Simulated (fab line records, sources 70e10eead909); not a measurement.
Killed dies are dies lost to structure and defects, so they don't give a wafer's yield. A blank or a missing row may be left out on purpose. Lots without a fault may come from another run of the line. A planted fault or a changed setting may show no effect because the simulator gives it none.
Problem report in the 8D (eight disciplines) form, filled by code | flow nand_harc | the parts of the form that need people (team, actions taken, sign-off) are left out

1. THE PROBLEM
overlay_x_nm at NHARC_A_M0_OVL_MEAS_10 reads a mean of 14.5 nm on 9 wafers of 3 lots; wafers without a fault read 0.1 nm with a standard deviation of 0.84. That is +17 standard deviations from the usual mean.
The step: pitch 160 nm.
First seen on wafer L815.1, day 30 00:49, on overlay-02. The record holds 42 wafers of 14 lots with a number at this step. Rule for "out", or "out of limits": more than 4 standard deviations from the usual mean. The other wafers with a number count as sound.

2. WHAT IT IS AND WHAT IT IS NOT
question                    | is                     | is not
which readings at this step | overlay_x_nm           | overlay_y_nm
which lots                  | L815, L817, L818       | L801, L802, L803, L804, L805, L807, L808, L809, L813, L820, L821
which wafers of those lots  | all that have a number | -
read on which gauges        | overlay-01, overlay-02 | -
when                        | from day 30 00:49      | up to then (27 sound wafers); but 6 sound wafers of L820, L821 came after

3. SUSPECTS, AND WHAT RULES EACH OUT
Counting: a tool at a process step up to the reading stays a suspect if it ran every lot that is out and no sound lot after the first of them.
- the gauge at NHARC_A_M0_OVL_MEAS_10: ruled out. The wafers that are out were read on 2 gauges (overlay-01, overlay-02).
- arfi_scanner-03 at NHARC_A_M0_EXPOSE_06 (exposes mask A M0, target cd 80 nm): kept. It ran every lot that is out, first L815 (day 30 00:35), and no sound lot after that; its last sound lot up to then is L813 (day 28 10:10).
Left after counting: arfi_scanner-03 at NHARC_A_M0_EXPOSE_06.

4. THE CAUSE (what the simulator had put in)
Scanner matching overlay: arfi_scanner-03, from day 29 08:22 on, at NHARC_A_M0_EXPOSE_06. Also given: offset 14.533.
Counting left only this tool.

5. THE CHAIN OF EFFECTS, in route order
Each row: a reading whose mean over the struck wafers that have a number lies more than 3 standard deviations from the usual. Only readings for which the record gives a usual standard deviation are gone through. hours: the time from each lot's start at the first step in this table that gives one to its start at this step, as a median over the lots. sigmas: the change in usual standard deviations.
hours | step                   | reading      | usual  | on struck wafers | change | sigmas
0     | NHARC_A_M0_OVL_MEAS_10 | overlay_x_nm | 0.1 nm | 14.5             | +14.4  | +17

6. WHAT WOULD HAVE CAUGHT IT SOONER
In this record the first reading out of limits at a measuring or inspecting step was taken at day 30 00:49, 16 hours after the fault began at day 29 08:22.
Of the lots that are out (3), L817, L818 began NHARC_A_M0_EXPOSE_06 on arfi_scanner-03 after day 30 00:49. A hold on the tool at that time would have spared those 2.
